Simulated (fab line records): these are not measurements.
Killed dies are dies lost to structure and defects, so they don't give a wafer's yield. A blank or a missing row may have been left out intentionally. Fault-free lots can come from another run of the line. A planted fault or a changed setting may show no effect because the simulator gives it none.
Split-lot experiment    flow n5-finfet    on a route of 1938 steps: 7 lots, 21 wafers read

== SPLIT DETAILS ==
At N5_MOL_CONTACT_COAG_COAT_103 (time 60 s, resist thk 80 nm), the setting spin-rpm was moved away from the recipe's 1500 rpm on 6 of the 21 wafers read, by -10.5% to +9.7%. All remaining wafers had this setting at the recipe value.

== FROM THE SPLIT TO THE READING: what the file shows between them, 7 steps ==
- N5_MOL_CONTACT_COAG_COAT_02: resist thk 30 nm (also split here: spin-rpm)
- N5_MOL_CONTACT_COAG_EBR_04
- N5_MOL_CONTACT_COAG_SOFTBAKE_03: time 60 s
- N5_MOL_CONTACT_COAG_EXPOSE_05: exposes mask CA, defocus 0 nm
- N5_MOL_CONTACT_COAG_PEB_06: peb time 60 s
- N5_MOL_CONTACT_COAG_DEVELOP_07: develop time 30 s
- N5_MOL_CONTACT_COAG_ETCH_105: etches SiARC in CF4, target depth 15.6 nm, time 26 s (also split here: bias-w)

== THE READING ==
etch.depth-nm (the simulator's own value, which no gauge read), in nm, at N5_MOL_CONTACT_COAG_ETCH_106 (etches SOC in N2/H2, target depth 80 nm, overetch 16 nm, time 120 s). The file gives no usual value for it. Average 79.88 nm, standard deviation 0.23 nm, over the 15 wafers here run with the recipe.

wafer   tool, chamber at the split  spin-rpm as run, rpm  against the recipe  etch.depth-nm, nm  against lot-mates on the recipe
L075.1  litho-track-03, 0           1500                  recipe              79.94              -
L075.2  litho-track-03, 0           1500                  recipe              79.52              -
L075.3  litho-track-03, 0           1500                  recipe              79.83              -
L076.4  litho-track-04, 0           1500                  recipe              79.81              -
L076.5  litho-track-04, 0           1645                  +9.7%               76.09              -3.78
L076.6  litho-track-04, 0           1500                  recipe              79.94              -
L077.1  litho-track-01, 0           1500                  recipe              80.16              -
L077.3  litho-track-01, 0           1500                  recipe              80.18              -
L077.6  litho-track-01, 0           1500                  recipe              80.24              -
L080.1  litho-track-01, 0           1500                  recipe              80.17              -
L080.2  litho-track-01, 0           1360                  -9.3%               84.02              +3.85
L080.5  litho-track-01, 0           1360                  -9.3%               84.47              +4.30
L082.3  litho-track-03, 0           1500                  recipe              79.65              -
L082.4  litho-track-03, 0           1500                  recipe              79.62              -
L082.6  litho-track-03, 0           1500                  recipe              79.56              -
L087.1  litho-track-01, 0           1634                  +8.9%               76.26              -3.43
L087.4  litho-track-01, 0           1500                  recipe              79.69              -
L087.5  litho-track-01, 0           1634                  +8.9%               76.29              -3.40
L095.1  litho-track-01, 0           1500                  recipe              80.01              -
L095.3  litho-track-01, 0           1342                  -10.5%              84.27              +4.34
L095.6  litho-track-01, 0           1500                  recipe              79.84              -

THE FIT
A straight line over all 21 wafers: etch.depth-nm changes by -0.425 nm for each +1% of spin-rpm; r = -0.99; the points scatter about the line by 0.26 nm.
The same after taking each lot's own level away (the mean of its wafers on the recipe; 21 wafers): -0.408 nm for each +1%; r = -1.00; scatter 0.15 nm.
On that fit, the largest move of spin-rpm shifts the reading by 4.3 nm.
Across the lots, their own levels run from 79.610 to 80.193 nm, a range of 2.5 times the standard deviation given above.
Hence the lot-to-lot level has little effect on the slope; both slopes agree.
Check: with one of the wafers moved furthest among these (-10.5%) left out of the fit, the line predicts +4.35 nm for it against its lot-mates. It came out at +4.34 nm against them.

== ADDITIONAL SPLITS CARRIED BY THESE WAFERS ==
Note: prior to the reading, these wafers also went through further splits. Each is held against what the fit with the lots' levels taken away leaves over:
other split on the same wafers        wafers away from the commonest value  r with etch.depth-nm (lot level and that fit taken away)
N5_HKMG_FIN_EXPOSE_09 dose-mj         7                                     +0.50
N5_HKMG_FIN_ETCH_35 source-w          7                                     +0.08
N5_MOL_CONTACT_COAG_COAT_02 spin-rpm  6                                     -0.35
N5_MOL_CONTACT_COAG_ETCH_105 bias-w   11                                    -0.06

== THE WHOLE CHAIN: every reading that the file lists as answering this split, in the file's order ==
step                          what it does                                                         reading                                                                                   change (the file's fit)                r (the file's)
N5_MOL_CONTACT_COAG_COAT_103  time 60 s, resist thk 80 nm                                          SOC_of_MOL_CONTACT_COAG_COAT_103.thk-nm (the simulator's own value, which no gauge read)  -0.406 nm for each +1% of the setting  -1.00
N5_MOL_CONTACT_COAG_ETCH_106  etches SOC in N2/H2, target depth 80 nm, overetch 16 nm, time 120 s  etch.depth-nm (the simulator's own value, which no gauge read)                            -0.406 nm for each +1% of the setting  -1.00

== FILE'S OWN FIT ==
etch.depth-nm changes by -0.406 nm for each +1% of spin-rpm, r = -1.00.
